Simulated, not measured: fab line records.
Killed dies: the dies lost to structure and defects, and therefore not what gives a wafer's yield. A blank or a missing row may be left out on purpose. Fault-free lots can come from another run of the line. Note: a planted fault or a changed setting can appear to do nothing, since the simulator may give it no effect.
The tool behind it: which one? -- flow nand-harc -- 24 lots, 72 wafers sampled, at 5 steps of a route of 1159

## WHAT THE GAUGES READ, wafer by wafer
NHARC_P_M1_CD_MEAS_09: target cd 130 nm.
lot,measured,on,cd-nm (nm)
L074,day 6 09:14,cd-sem-02,131.3 130.1 131.3
L075,day 6 09:52,cd-sem-02,131.1 129.0 131.0
L077,day 6 18:08,cd-sem-03,131.1 130.9 130.6
L076,day 6 18:49,cd-sem-01,131.0 130.3 131.7
L078,day 6 23:56,cd-sem-03,131.2 131.0 130.3
L079,day 7 00:40,cd-sem-02,129.3 129.3 131.1
L081,day 7 14:33,cd-sem-02,129.2 131.8 130.7
L080,day 7 15:46,cd-sem-02,130.6 131.1 130.2
L082,day 8 06:33,cd-sem-01,131.1 130.8 131.8
L083,day 8 07:15,cd-sem-01,130.6 129.9 129.1
L084,day 8 12:46,cd-sem-02,130.8 131.9 130.7
L085,day 8 13:33,cd-sem-03,131.0 131.0 131.1
L088,day 9 06:15,cd-sem-02,127.8 130.2 129.5
L086,day 9 07:20,cd-sem-02,130.5 131.0 131.8
L087,day 9 08:01,cd-sem-01,129.8 130.4 131.4
L089,day 10 06:34,cd-sem-03,130.4 130.5 130.7
L090,day 10 07:08,cd-sem-01,130.5 130.6 130.4
L091,day 10 08:13,cd-sem-01,131.1 130.5 130.3
L092,day 10 08:34,cd-sem-02,131.0 131.0 130.8
L093,day 10 12:44,cd-sem-02,130.7 131.3 131.5
L094,day 10 20:13,cd-sem-03,131.4 130.1 130.9
L095,day 11 09:50,cd-sem-01,132.2 129.9 132.1
L096,day 11 11:31,cd-sem-01,130.6 129.8 130.7
L097,day 11 12:03,cd-sem-03,130.1 129.9 130.2

NHARC_P_M2_THK_MEAS_24: measures by xrf.
lot,measured,on,thk-nm (nm)
L074,day 6 15:59,film-metro-01,143.1 145.4 144.0
L075,day 6 16:38,film-metro-02,144.2 143.9 145.4
L077,day 7 00:55,film-metro-01,142.4 143.6 143.4
L076,day 7 01:39,film-metro-01,146.6 145.5 144.6
L078,day 7 06:40,film-metro-02,144.0 143.8 143.4
L079,day 7 07:29,film-metro-02,142.7 143.8 143.9
L081,day 7 21:25,film-metro-01,144.0 142.3 144.2
L080,day 7 22:39,film-metro-01,144.0 143.2 142.9
L082,day 8 13:52,film-metro-02,144.7 143.9 146.3
L083,day 8 14:11,film-metro-01,143.9 140.3 145.2
L084,day 8 19:54,film-metro-02,142.0 141.0 143.8
L085,day 8 20:22,film-metro-01,145.3 143.7 145.7
L088,day 9 13:01,film-metro-01,146.0 143.4 144.1
L086,day 9 14:02,film-metro-01,144.8 141.8 148.8
L087,day 9 14:44,film-metro-01,142.4 143.9 144.6
L089,day 10 13:32,film-metro-02,146.0 143.0 145.5
L090,day 10 14:29,film-metro-02,143.3 143.8 143.2
L091,day 10 15:01,film-metro-02,141.8 143.7 143.4
L092,day 10 16:00,film-metro-01,145.9 143.4 143.5
L093,day 10 19:39,film-metro-01,146.9 143.6 145.8
L094,day 11 02:56,film-metro-01,141.8 142.0 143.5
L095,day 11 16:34,film-metro-02,143.9 143.2 144.4
L096,day 11 19:04,film-metro-02,143.1 144.9 144.0
L097,day 11 19:18,film-metro-01,145.1 143.1 145.9

NHARC_P_M2_INSPECT_27.
lot,measured,on,raw-defect-count
L074,day 6 16:09,defect-inspect-02,218 186 187
L075,day 6 16:47,defect-inspect-01,326 582 308
L077,day 7 01:04,defect-inspect-01,543 352 342
L076,day 7 01:49,defect-inspect-01,351 589 375
L078,day 7 06:50,defect-inspect-02,278 220 247
L079,day 7 07:38,defect-inspect-02,204 309 361
L081,day 7 21:35,defect-inspect-02,273 446 542
L080,day 7 22:49,defect-inspect-01,434 689 304
L082,day 8 14:01,defect-inspect-01,647 325 1329
L083,day 8 14:21,defect-inspect-01,367 385 384
L084,day 8 20:03,defect-inspect-02,298 213 220
L085,day 8 20:32,defect-inspect-02,276 258 455
L088,day 9 13:10,defect-inspect-02,490 460 373
L086,day 9 14:11,defect-inspect-02,578 763 507
L087,day 9 14:53,defect-inspect-01,355 387 477
L089,day 10 13:42,defect-inspect-02,187 142 261
L090,day 10 14:40,defect-inspect-01,245 361 386
L091,day 10 15:10,defect-inspect-01,356 337 392
L092,day 10 16:10,defect-inspect-01,483 202 262
L093,day 10 19:49,defect-inspect-01,179 334 260
L094,day 11 03:05,defect-inspect-02,255 432 353
L095,day 11 16:43,defect-inspect-02,512 457 371
L096,day 11 19:14,defect-inspect-01,364 318 398
L097,day 11 19:28,defect-inspect-02,211 320 385

## TOOL THAT RAN EACH LOT (tool first, then ch and the chambers of the sampled wafers, then the start)
lot,NHARC_P_M0_PVD_20,NHARC_P_M1_ETCH_15
L074,"pvd-sputter-03, day 6 09:14 or earlier","rie-diel-03 ch 0,1,2, day 6 15:59 or earlier"
L075,"pvd-sputter-03, day 6 09:52 or earlier","rie-diel-03 ch 1,3, day 6 16:38 or earlier"
L077,"pvd-sputter-02, day 6 18:08 or earlier","rie-diel-11 ch 0,1, day 7 00:55 or earlier"
L076,"pvd-sputter-01, day 6 18:49 or earlier","rie-diel-11 ch 0,1,3, day 7 01:39 or earlier"
L078,"pvd-sputter-02, day 6 23:56 or earlier","rie-diel-03 ch 0,1,2, day 7 06:40 or earlier"
L079,"pvd-sputter-01, day 7 00:40 or earlier","rie-diel-05 ch 0,2,3, day 7 07:29 or earlier"
L081,"pvd-sputter-03, day 7 14:33 or earlier","rie-diel-11 ch 0,2, day 7 21:25 or earlier"
L080,"pvd-sputter-02, day 7 15:46 or earlier","rie-diel-03 ch 0,2,3, day 7 22:39 or earlier"
L082,"pvd-sputter-01, day 8 06:33 or earlier","rie-diel-03 ch 1,2,3, day 8 13:52 or earlier"
L083,"pvd-sputter-02, day 8 07:15 or earlier","rie-diel-11 ch 0,2,3, day 8 14:11 or earlier"
L084,"pvd-sputter-03, day 8 12:46 or earlier","rie-diel-11 ch 0,1,3, day 8 19:54 or earlier"
L085,"pvd-sputter-02, day 8 13:33 or earlier","rie-diel-11 ch 2,3, day 8 20:22 or earlier"
L088,"pvd-sputter-03, day 9 06:15 or earlier","rie-diel-05 ch 0,1, day 9 13:01 or earlier"
L086,"pvd-sputter-01, day 9 07:20 or earlier","rie-diel-05 ch 0,1,2, day 9 14:02 or earlier"
L087,"pvd-sputter-03, day 9 08:01 or earlier","rie-diel-11 ch 0,2,3, day 9 14:44 or earlier"
L089,"pvd-sputter-01, day 10 06:34 or earlier","rie-diel-05 ch 2,3, day 10 13:32 or earlier"
L090,"pvd-sputter-01, day 10 07:08 or earlier","rie-diel-05 ch 0,3, day 10 14:29 or earlier"
L091,"pvd-sputter-01, day 10 08:13 or earlier","rie-diel-03 ch 2,3, day 10 15:01 or earlier"
L092,"pvd-sputter-03, day 10 08:34 or earlier","rie-diel-11 ch 0,1,2, day 10 16:00 or earlier"
L093,"pvd-sputter-03, day 10 12:44 or earlier","rie-diel-11 ch 1,2,3, day 10 19:39 or earlier"
L094,"pvd-sputter-03, day 10 20:13 or earlier","rie-diel-11 ch 0,1,2, day 11 02:56 or earlier"
L095,"pvd-sputter-02, day 11 09:50 or earlier","rie-diel-05 ch 0,2,3, day 11 16:34 or earlier"
L096,"pvd-sputter-03, day 11 11:31 or earlier","rie-diel-11 ch 1,2,3, day 11 19:04 or earlier"
L097,"pvd-sputter-02, day 11 12:03 or earlier","rie-diel-03 ch 1,2, day 11 19:18 or earlier"
- NHARC_P_M0_PVD_20: deposits TaN, target thk 5 nm, time 8.06 s.
- NHARC_P_M1_ETCH_15: etches the open film in C4F8/Ar, target depth 182.5 nm, time 91.2 s.

## WHAT THE TOOLS THEMSELVES READ (means of the sampled wafers that have a number; where no wafer has one, the mark that the record gives instead)
NHARC_P_M0_PVD_20.
lot,tool,substrate-temp-c (C),throttle-valve-pct (%)
L074,pvd-sputter-03,50.08,30.1
L075,pvd-sputter-03,49.90,29.7
L077,pvd-sputter-02,50.07,30.6
L076,pvd-sputter-01,50.01,28.8
L078,pvd-sputter-02,49.93,29.8
L079,pvd-sputter-01,50.01,29.2
L081,pvd-sputter-03,49.91,29.7
L080,pvd-sputter-02,50.01,30.2
L082,pvd-sputter-01,50.03,29.7
L083,pvd-sputter-02,50.03,29.8
L084,pvd-sputter-03,50.03,29.6
L085,pvd-sputter-02,50.06,30.1
L088,pvd-sputter-03,49.96,30.3
L086,pvd-sputter-01,50.01,28.8
L087,pvd-sputter-03,50.01,30.3
L089,pvd-sputter-01,49.99,28.6
L090,pvd-sputter-01,49.95,29.8
L091,pvd-sputter-01,49.95,29.7
L092,pvd-sputter-03,49.87,30.3
L093,pvd-sputter-03,49.85,30.8
L094,pvd-sputter-03,49.79,29.7
L095,pvd-sputter-02,50.10,28.9
L096,pvd-sputter-03,49.91,29.7
L097,pvd-sputter-02,49.99,30.3

NHARC_P_M1_ETCH_15.
lot,tool,oes-product-au (a.u.),rf-vpp-V (V)
L074,rie-diel-03,0.963,440.4
L075,rie-diel-03,0.968,438.5
L077,rie-diel-11,0.978,443.0
L076,rie-diel-11,0.928,441.6
L078,rie-diel-03,0.912,441.6
L079,rie-diel-05,0.959,442.4
L081,rie-diel-11,0.980,443.3
L080,rie-diel-03,0.919,440.8
L082,rie-diel-03,0.950,439.0
L083,rie-diel-11,0.942,442.5
L084,rie-diel-11,0.984,442.7
L085,rie-diel-11,0.932,441.9
L088,rie-diel-05,0.922,438.6
L086,rie-diel-05,0.961,438.6
L087,rie-diel-11,0.975,442.8
L089,rie-diel-05,0.934,442.1
L090,rie-diel-05,0.973,443.4
L091,rie-diel-03,0.963,437.5
L092,rie-diel-11,0.935,442.7
L093,rie-diel-11,0.972,442.2
L094,rie-diel-11,0.968,441.9
L095,rie-diel-05,0.945,441.0
L096,rie-diel-11,0.968,441.7
L097,rie-diel-03,0.972,440.1

## THE ANSWER, worked out from the rows above alone
Rule: the lots themselves supply what counts as usual. Put in order of their means at a reading, lots are off if they are a third of the lots or fewer, leave a main group of 4 or more, and stand apart from it by a gap of 3 or more times the standard deviation of the main group's means; of several such gaps the widest counts. If all means in a main group match to the digits the tables above print for the reading, that group is not used. Also off: a lot with no number at a reading for which 4 or more lots have one. All remaining lots with rows at the step are treated as sound. First the gauges in route order, then the tools' own readings, where a lot's mean is used as printed above. At the first step where some lot is off, the reading lying furthest off is the one used; lots without a number count as furthest.
No lot is off on any of the readings shown, so nothing can be concluded from this.

## WHAT WAS PUT IN BY THE SIMULATOR
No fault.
